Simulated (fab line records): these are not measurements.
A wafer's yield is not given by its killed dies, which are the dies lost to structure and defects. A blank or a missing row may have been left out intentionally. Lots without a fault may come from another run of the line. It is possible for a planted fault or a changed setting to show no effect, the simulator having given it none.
Check of tool commonality | flow nand_harc | 36 wafers sampled across 12 lots

## REASON FOR OPENING
Flagged at NHARC_A_ONON_D2_THK_MEAS_34: reading thk_nm, on 2 of 12 lots. Wafers without a fault read 199.5 nm, standard deviation 2.6.
Rule: a lot is flagged in two cases, either no wafer of it has a number, or all its wafers with numbers fall more than 4 standard deviations from that mean. The other lots count as sound.

lot  | measured     | on            | thk_nm (nm), wafer by wafer | flag
L822 | day 13 03:44 | film_metro-02 | 199.0 201.4 200.9           |
L823 | day 13 03:45 | film_metro-01 | 194.8 195.1 198.1           |
L824 | day 13 21:56 | film_metro-02 | 198.7 203.3 198.8           |
L834 | day 18 01:11 | film_metro-01 | 163.7 162.0 163.2           | FLAGGED
L835 | day 18 01:27 | film_metro-02 | 163.6 163.0 161.9           | FLAGGED
L837 | day 19 04:11 | film_metro-01 | 198.4 202.1 199.3           |
L839 | day 19 21:58 | film_metro-02 | 198.7 204.4 199.8           |
L840 | day 20 17:59 | film_metro-01 | 195.2 199.6 202.4           |
L841 | day 20 22:08 | film_metro-02 | 195.7 199.8 200.4           |
L842 | day 21 14:55 | film_metro-02 | 195.5 198.3 201.7           |
L844 | day 22 00:11 | film_metro-02 | 198.8 195.5 201.2           |
L845 | day 22 07:33 | film_metro-01 | 200.8 196.9 200.5           |
Average over the flagged lots: 162.9 nm; offset from the usual -36.6 nm, equal to -14 standard deviations.

## TOOL THAT RAN EACH LOT
2 process steps preceding the reading are held in the record, out of 1302 steps in the route. Read each cell as the tool, then ch plus the chambers that the sampled wafers visited, then the start.
lot  | flag    | NHARC_A_CHANNEL_FILL_D1_STRIP_29              | NHARC_A_ONON_D2_DEP_33
L822 |         | rie_diel-04 ch 0,1,3, day 10 20:33            | pecvd-04 ch 1,2, day 13 03:23
L823 |         | rie_diel-01 ch 1,2, day 13 03:20 or earlier   | pecvd-02 ch 1,2, day 13 03:20
L824 |         | rie_diel-01 ch 0,2,3, day 13 21:34 or earlier | pecvd-01 ch 0,1,2, day 13 21:34
L834 | FLAGGED | rie_diel-01 ch 0,1,3, day 18 00:46 or earlier | pecvd-04 ch 0,1,2, day 18 00:46
L835 | FLAGGED | rie_diel-01 ch 1,3, day 18 01:02 or earlier   | pecvd-04 ch 0,1,2, day 18 01:02
L837 |         | rie_diel-04 ch 0,2, day 16 23:37              | pecvd-01 ch 1,2, day 19 03:46
L839 |         | rie_diel-01 ch 0,3, day 19 21:33 or earlier   | pecvd-01 ch 1,2, day 19 21:33
L840 |         | rie_diel-01 ch 1,2,3, day 20 17:37 or earlier | pecvd-01 ch 0,1,2, day 20 17:37
L841 |         | rie_diel-04 ch 0,2, day 20 21:48 or earlier   | pecvd-02 ch 0,2, day 20 21:48
L842 |         | rie_diel-04 ch 1,2, day 21 14:29 or earlier   | pecvd-02 ch 1,2, day 21 14:29
L844 |         | rie_diel-01 ch 0,2,3, day 21 23:46 or earlier | pecvd-02 ch 0,1,2, day 21 23:46
L845 |         | rie_diel-04 ch 0,3, day 22 07:08 or earlier   | pecvd-02 ch 1,2, day 22 07:08
What the steps here do:
- NHARC_A_CHANNEL_FILL_D1_STRIP_29: strips in O2, time 20 s.
- NHARC_A_ONON_D2_DEP_33: deposits SiO2, target thk 200 nm.
- NHARC_A_ONON_D2_THK_MEAS_34: measures by ellipsometry.

## FLAGGED AGAINST TOTAL, ONE TOOL AT A TIME (gauges that did the reading follow at the end)
step                             | tool          | lots run | flagged | share of the flagged lots | sound lots run after its first flagged lot
NHARC_A_CHANNEL_FILL_D1_STRIP_29 | rie_diel-01   | 7        | 2       | all                       | 3 (L839,L840,L844)
NHARC_A_CHANNEL_FILL_D1_STRIP_29 | rie_diel-04   | 5        | 0       | none                      | -
NHARC_A_ONON_D2_DEP_33           | pecvd-01      | 4        | 0       | none                      | -
NHARC_A_ONON_D2_DEP_33           | pecvd-02      | 5        | 0       | none                      | -
NHARC_A_ONON_D2_DEP_33           | pecvd-04      | 3        | 2       | all                       | 0
NHARC_A_ONON_D2_THK_MEAS_34      | film_metro-01 | 5        | 1       | some                      | 3 (L837,L840,L845)
NHARC_A_ONON_D2_THK_MEAS_34      | film_metro-02 | 7        | 1       | some                      | 4 (L839,L841,L842,L844)
With no start given for some of its lots, NHARC_A_CHANNEL_FILL_D1_STRIP_29 uses the hours and lot order of NHARC_A_ONON_D2_DEP_33.

## WHAT IS ALLOWED BY THE TABLE
rie_diel-01 at NHARC_A_CHANNEL_FILL_D1_STRIP_29 and pecvd-04 at NHARC_A_ONON_D2_DEP_33 are the 2 rows of the table that ran each flagged lot.
- rie_diel-01 at NHARC_A_CHANNEL_FILL_D1_STRIP_29: 2 of its 7 lots flagged. After the first flagged lot (L839, L840, L844), sound lots still ran on it; a lasting fault on the whole tool would not permit that.
- pecvd-04 at NHARC_A_ONON_D2_DEP_33: 2 of its 3 lots flagged. A fault beginning between L822 (day 13 03:23), its last sound lot, and L834 (day 18 00:46), its first flagged one, fits the data. Its own readings lie more than 4 standard deviations out on every wafer of the flagged lots: mfc_precursor_sccm.
What remains is a single tool, pecvd-04 at NHARC_A_ONON_D2_DEP_33.

## WHAT THE SIMULATOR HAD PUT IN
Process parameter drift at NHARC_A_ONON_D2_DEP_33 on pecvd-04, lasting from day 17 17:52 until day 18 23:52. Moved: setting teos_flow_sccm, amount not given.
Shown lots that were struck: L834, L835. The rule above reached the same finding.
